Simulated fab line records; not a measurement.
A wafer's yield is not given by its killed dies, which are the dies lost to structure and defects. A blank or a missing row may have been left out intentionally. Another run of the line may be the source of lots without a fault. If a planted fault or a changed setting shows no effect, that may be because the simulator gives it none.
Split-lot experiment	flow n5_finfet	21 wafers read across 7 lots, on a route 1938 steps long

== THE SPLIT ==
At N5_FIN_SAQP_HM_DEP_03 (deposits SiNx from SiH4/NH3/N2, target thk 38 nm, time 33.6 s), the setting time_s was moved away from the recipe's 33.6 s on 7 of the 21 wafers read, by -14.9% to +12.7%. All remaining wafers had this setting at the recipe value.

== FROM THE SPLIT TO THE READING: what the file shows between them, 17 steps ==
- N5_FIN_SAQP_THK_MEAS_05
- N5_FIN_SAQP_HM_DEP_72: deposits SiO2 from SiH4/N2O, target thk 12 nm, time 7.2 s (also split here: time_s)
- N5_FIN_SAQP_COAT_49: time 60 s, resist thk 100 nm
- N5_FIN_SAQP_COAT_50: time 60 s, resist thk 35 nm
- N5_FIN_SAQP_ETCH_52: etches SOC in N2/H2, target depth 100 nm, overetch 20 nm, time 150 s
- N5_FIN_SAQP_STRIP_53: strips in N2/H2
- N5_FIN_SAQP_HM_OPEN_73: chemistry CHF3/O2, target SiO2, stops on a-Si, target depth 12 nm, time 16.8 s
- N5_FIN_SAQP_SPACER1_ALD_24: deposits SiO2, target thk 20.3 nm, pulse time 1 s, purge time 2 s (also split here: temp_c)
- N5_FIN_SAQP_SPACER1_ETCHBACK_25: etches SiO2 in CHF3/O2, target depth 24.4 nm, time 12.2 s
- N5_FIN_SAQP_MANDREL1_REMOVE_56: chemistry HBr/Cl2/O2, target a-Si, stops on SiNx, bt time 10 s
- N5_FIN_SAQP_MANDREL2_REMOVE_60: chemistry HBr/Cl2/O2, target a-Si, stops on SiNx, bt time 10 s
- N5_FIN_SAQP_HM_OPEN_33: chemistry CH3F/O2, target SiNx, target depth 49.4 nm, time 70.6 s
- N5_FIN_SAQP_ETCH_34: etches SiO2 in C4F6/O2, target depth 45 nm, time 15 s
- N5_FIN_SAQP_STRIP_77: strips in N2/H2, time 90 s
- N5_FIN_SAQP_ETCH_64: etches SiO2 in CF4, target depth 1.5 nm
- N5_FIN_SAQP_FIN_ETCH_36: etches the open film in HBr/Cl2/O2, target depth 120 nm, time 50.4 s
- N5_FIN_SAQP_PRECLEAN_38: cleans in O3/DIW, time 45 s

== THE READING ==
SiNx_of_FIN_SAQP_HM_DEP_03.thk_nm (the simulator's own value, which no gauge read), in nm, at N5_FIN_SAQP_PRECLEAN_45 (cleans in dHF, time 10 s). The file gives no usual value for it. Here, 14 wafers ran the recipe; their average is 21.2 nm with a standard deviation of 0.61 nm.

wafer	tool, chamber at the split	time_s as run, s	against the recipe	SiNx_of_FIN_SAQP_HM_DEP_03.thk_nm, nm	against lot-mates on the recipe
L075.1	pecvd-03, 2	33.6	recipe	21.6	-
L075.4	pecvd-03, 2	33.6	recipe	21.4	-
L075.5	pecvd-03, 0	35.78	+6.5%	23.6	+2.1
L082.1	pecvd-04, 0	33.6	recipe	21	-
L082.4	pecvd-04, 0	29.92	-11.0%	16.8	-4.5
L082.5	pecvd-04, 2	33.6	recipe	21.6	-
L083.2	pecvd-03, 0	33.6	recipe	20	-
L083.4	pecvd-03, 2	28.59	-14.9%	15.4	-4.6
L083.6	pecvd-03, 0	28.59	-14.9%	15.8	-4.2
L090.1	pecvd-03, 1	33.6	recipe	21	-
L090.3	pecvd-03, 2	33.6	recipe	21.6	-
L090.6	pecvd-03, 0	33.6	recipe	21.6	-
L092.1	pecvd-02, 1	37.86	+12.7%	26.8	+5.0
L092.2	pecvd-02, 2	33.6	recipe	21.6	-
L092.4	pecvd-02, 0	33.6	recipe	22	-
L094.1	pecvd-04, 2	33.6	recipe	20.4	-
L094.2	pecvd-04, 0	33.6	recipe	20.2	-
L094.6	pecvd-04, 1	33.6	recipe	21.2	-
L096.2	pecvd-03, 2	34.92	+3.9%	23	+1.0
L096.4	pecvd-03, 0	33.6	recipe	22	-
L096.6	pecvd-03, 2	34.92	+3.9%	23.6	+1.6

THE FIT
A straight line over all 21 wafers: SiNx_of_FIN_SAQP_HM_DEP_03.thk_nm changes by +0.401 nm for each +1% of time_s; r = +0.98; the points scatter about the line by 0.58 nm.
The same after taking each lot's own level away (the mean of its wafers on the recipe; 21 wafers): +0.336 nm for each +1%; r = +0.98; scatter 0.41 nm.
The reading moves by 5 nm for the largest change in time_s, on that fit.
The span of the lots' own levels, 20.00 to 22.00 nm, comes to 3.3 times the standard deviation stated above.
Hence the slope depends on the lot-to-lot level, as the two fits are not the same.
Check: with one of the wafers moved furthest among these (-14.9%) left out of the fit, the line predicts -5.12 nm for it against its lot-mates. Against them it came out at -4.6 nm.

== OTHER SPLITS APPLIED TO THESE WAFERS ==
Note: prior to the reading, these wafers also went through further splits. Each is held against what the fit with the lots' levels taken away leaves over:
other split on the same wafers	wafers away from the commonest value	r with SiNx_of_FIN_SAQP_HM_DEP_03.thk_nm (lot level and that fit taken away)
N5_WELL_APT_EXPOSE_05 dose_mj	7	+0.34
N5_WELL_APT_DEVELOP_07 develop_time_s	6	+0.40
N5_FIN_SAQP_HM_DEP_72 time_s	6	+0.20
N5_FIN_SAQP_SPACER1_ALD_24 temp_c	11	-0.04

== THE WHOLE CHAIN: every reading that the file lists as answering this split, in the file's order ==
step	what it does	reading	change (the file's fit)	r (the file's)
N5_FIN_SAQP_HM_DEP_03	deposits SiNx from SiH4/NH3/N2, target thk 38 nm, time 33.6 s	SiNx_of_FIN_SAQP_HM_DEP_03.thk_nm (the simulator's own value, which no gauge read)	+0.339 nm for each +1% of the setting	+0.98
N5_FIN_SAQP_THK_MEAS_05		thk_nm	withheld for each +1% of the setting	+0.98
N5_FIN_SAQP_HM_OPEN_33	chemistry CH3F/O2, target SiNx, target depth 49.4 nm, time 70.6 s	etch_rf_on_time_s	withheld for each +1% of the setting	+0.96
N5_FIN_SAQP_HM_OPEN_33	chemistry CH3F/O2, target SiNx, target depth 49.4 nm, time 70.6 s	etch.depth_nm (the simulator's own value, which no gauge read)	+0.334 nm for each +1% of the setting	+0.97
N5_FIN_SAQP_ETCH_34	etches SiO2 in C4F6/O2, target depth 45 nm, time 15 s	SiNx_of_FIN_SAQP_HM_DEP_03.thk_nm (the simulator's own value, which no gauge read)	+0.333 nm for each +1% of the setting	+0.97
N5_FIN_SAQP_FIN_ETCH_36	etches the open film in HBr/Cl2/O2, target depth 120 nm, time 50.4 s	SiNx_of_FIN_SAQP_HM_DEP_03.thk_nm (the simulator's own value, which no gauge read)	+0.356 nm for each +1% of the setting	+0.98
N5_FIN_SAQP_PRECLEAN_45	cleans in dHF, time 10 s	SiNx_of_FIN_SAQP_HM_DEP_03.thk_nm (the simulator's own value, which no gauge read)	+0.351 nm for each +1% of the setting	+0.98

== THE FILE'S OWN FIT ==
SiNx_of_FIN_SAQP_HM_DEP_03.thk_nm changes by +0.351 nm for each +1% of time_s, r = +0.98.
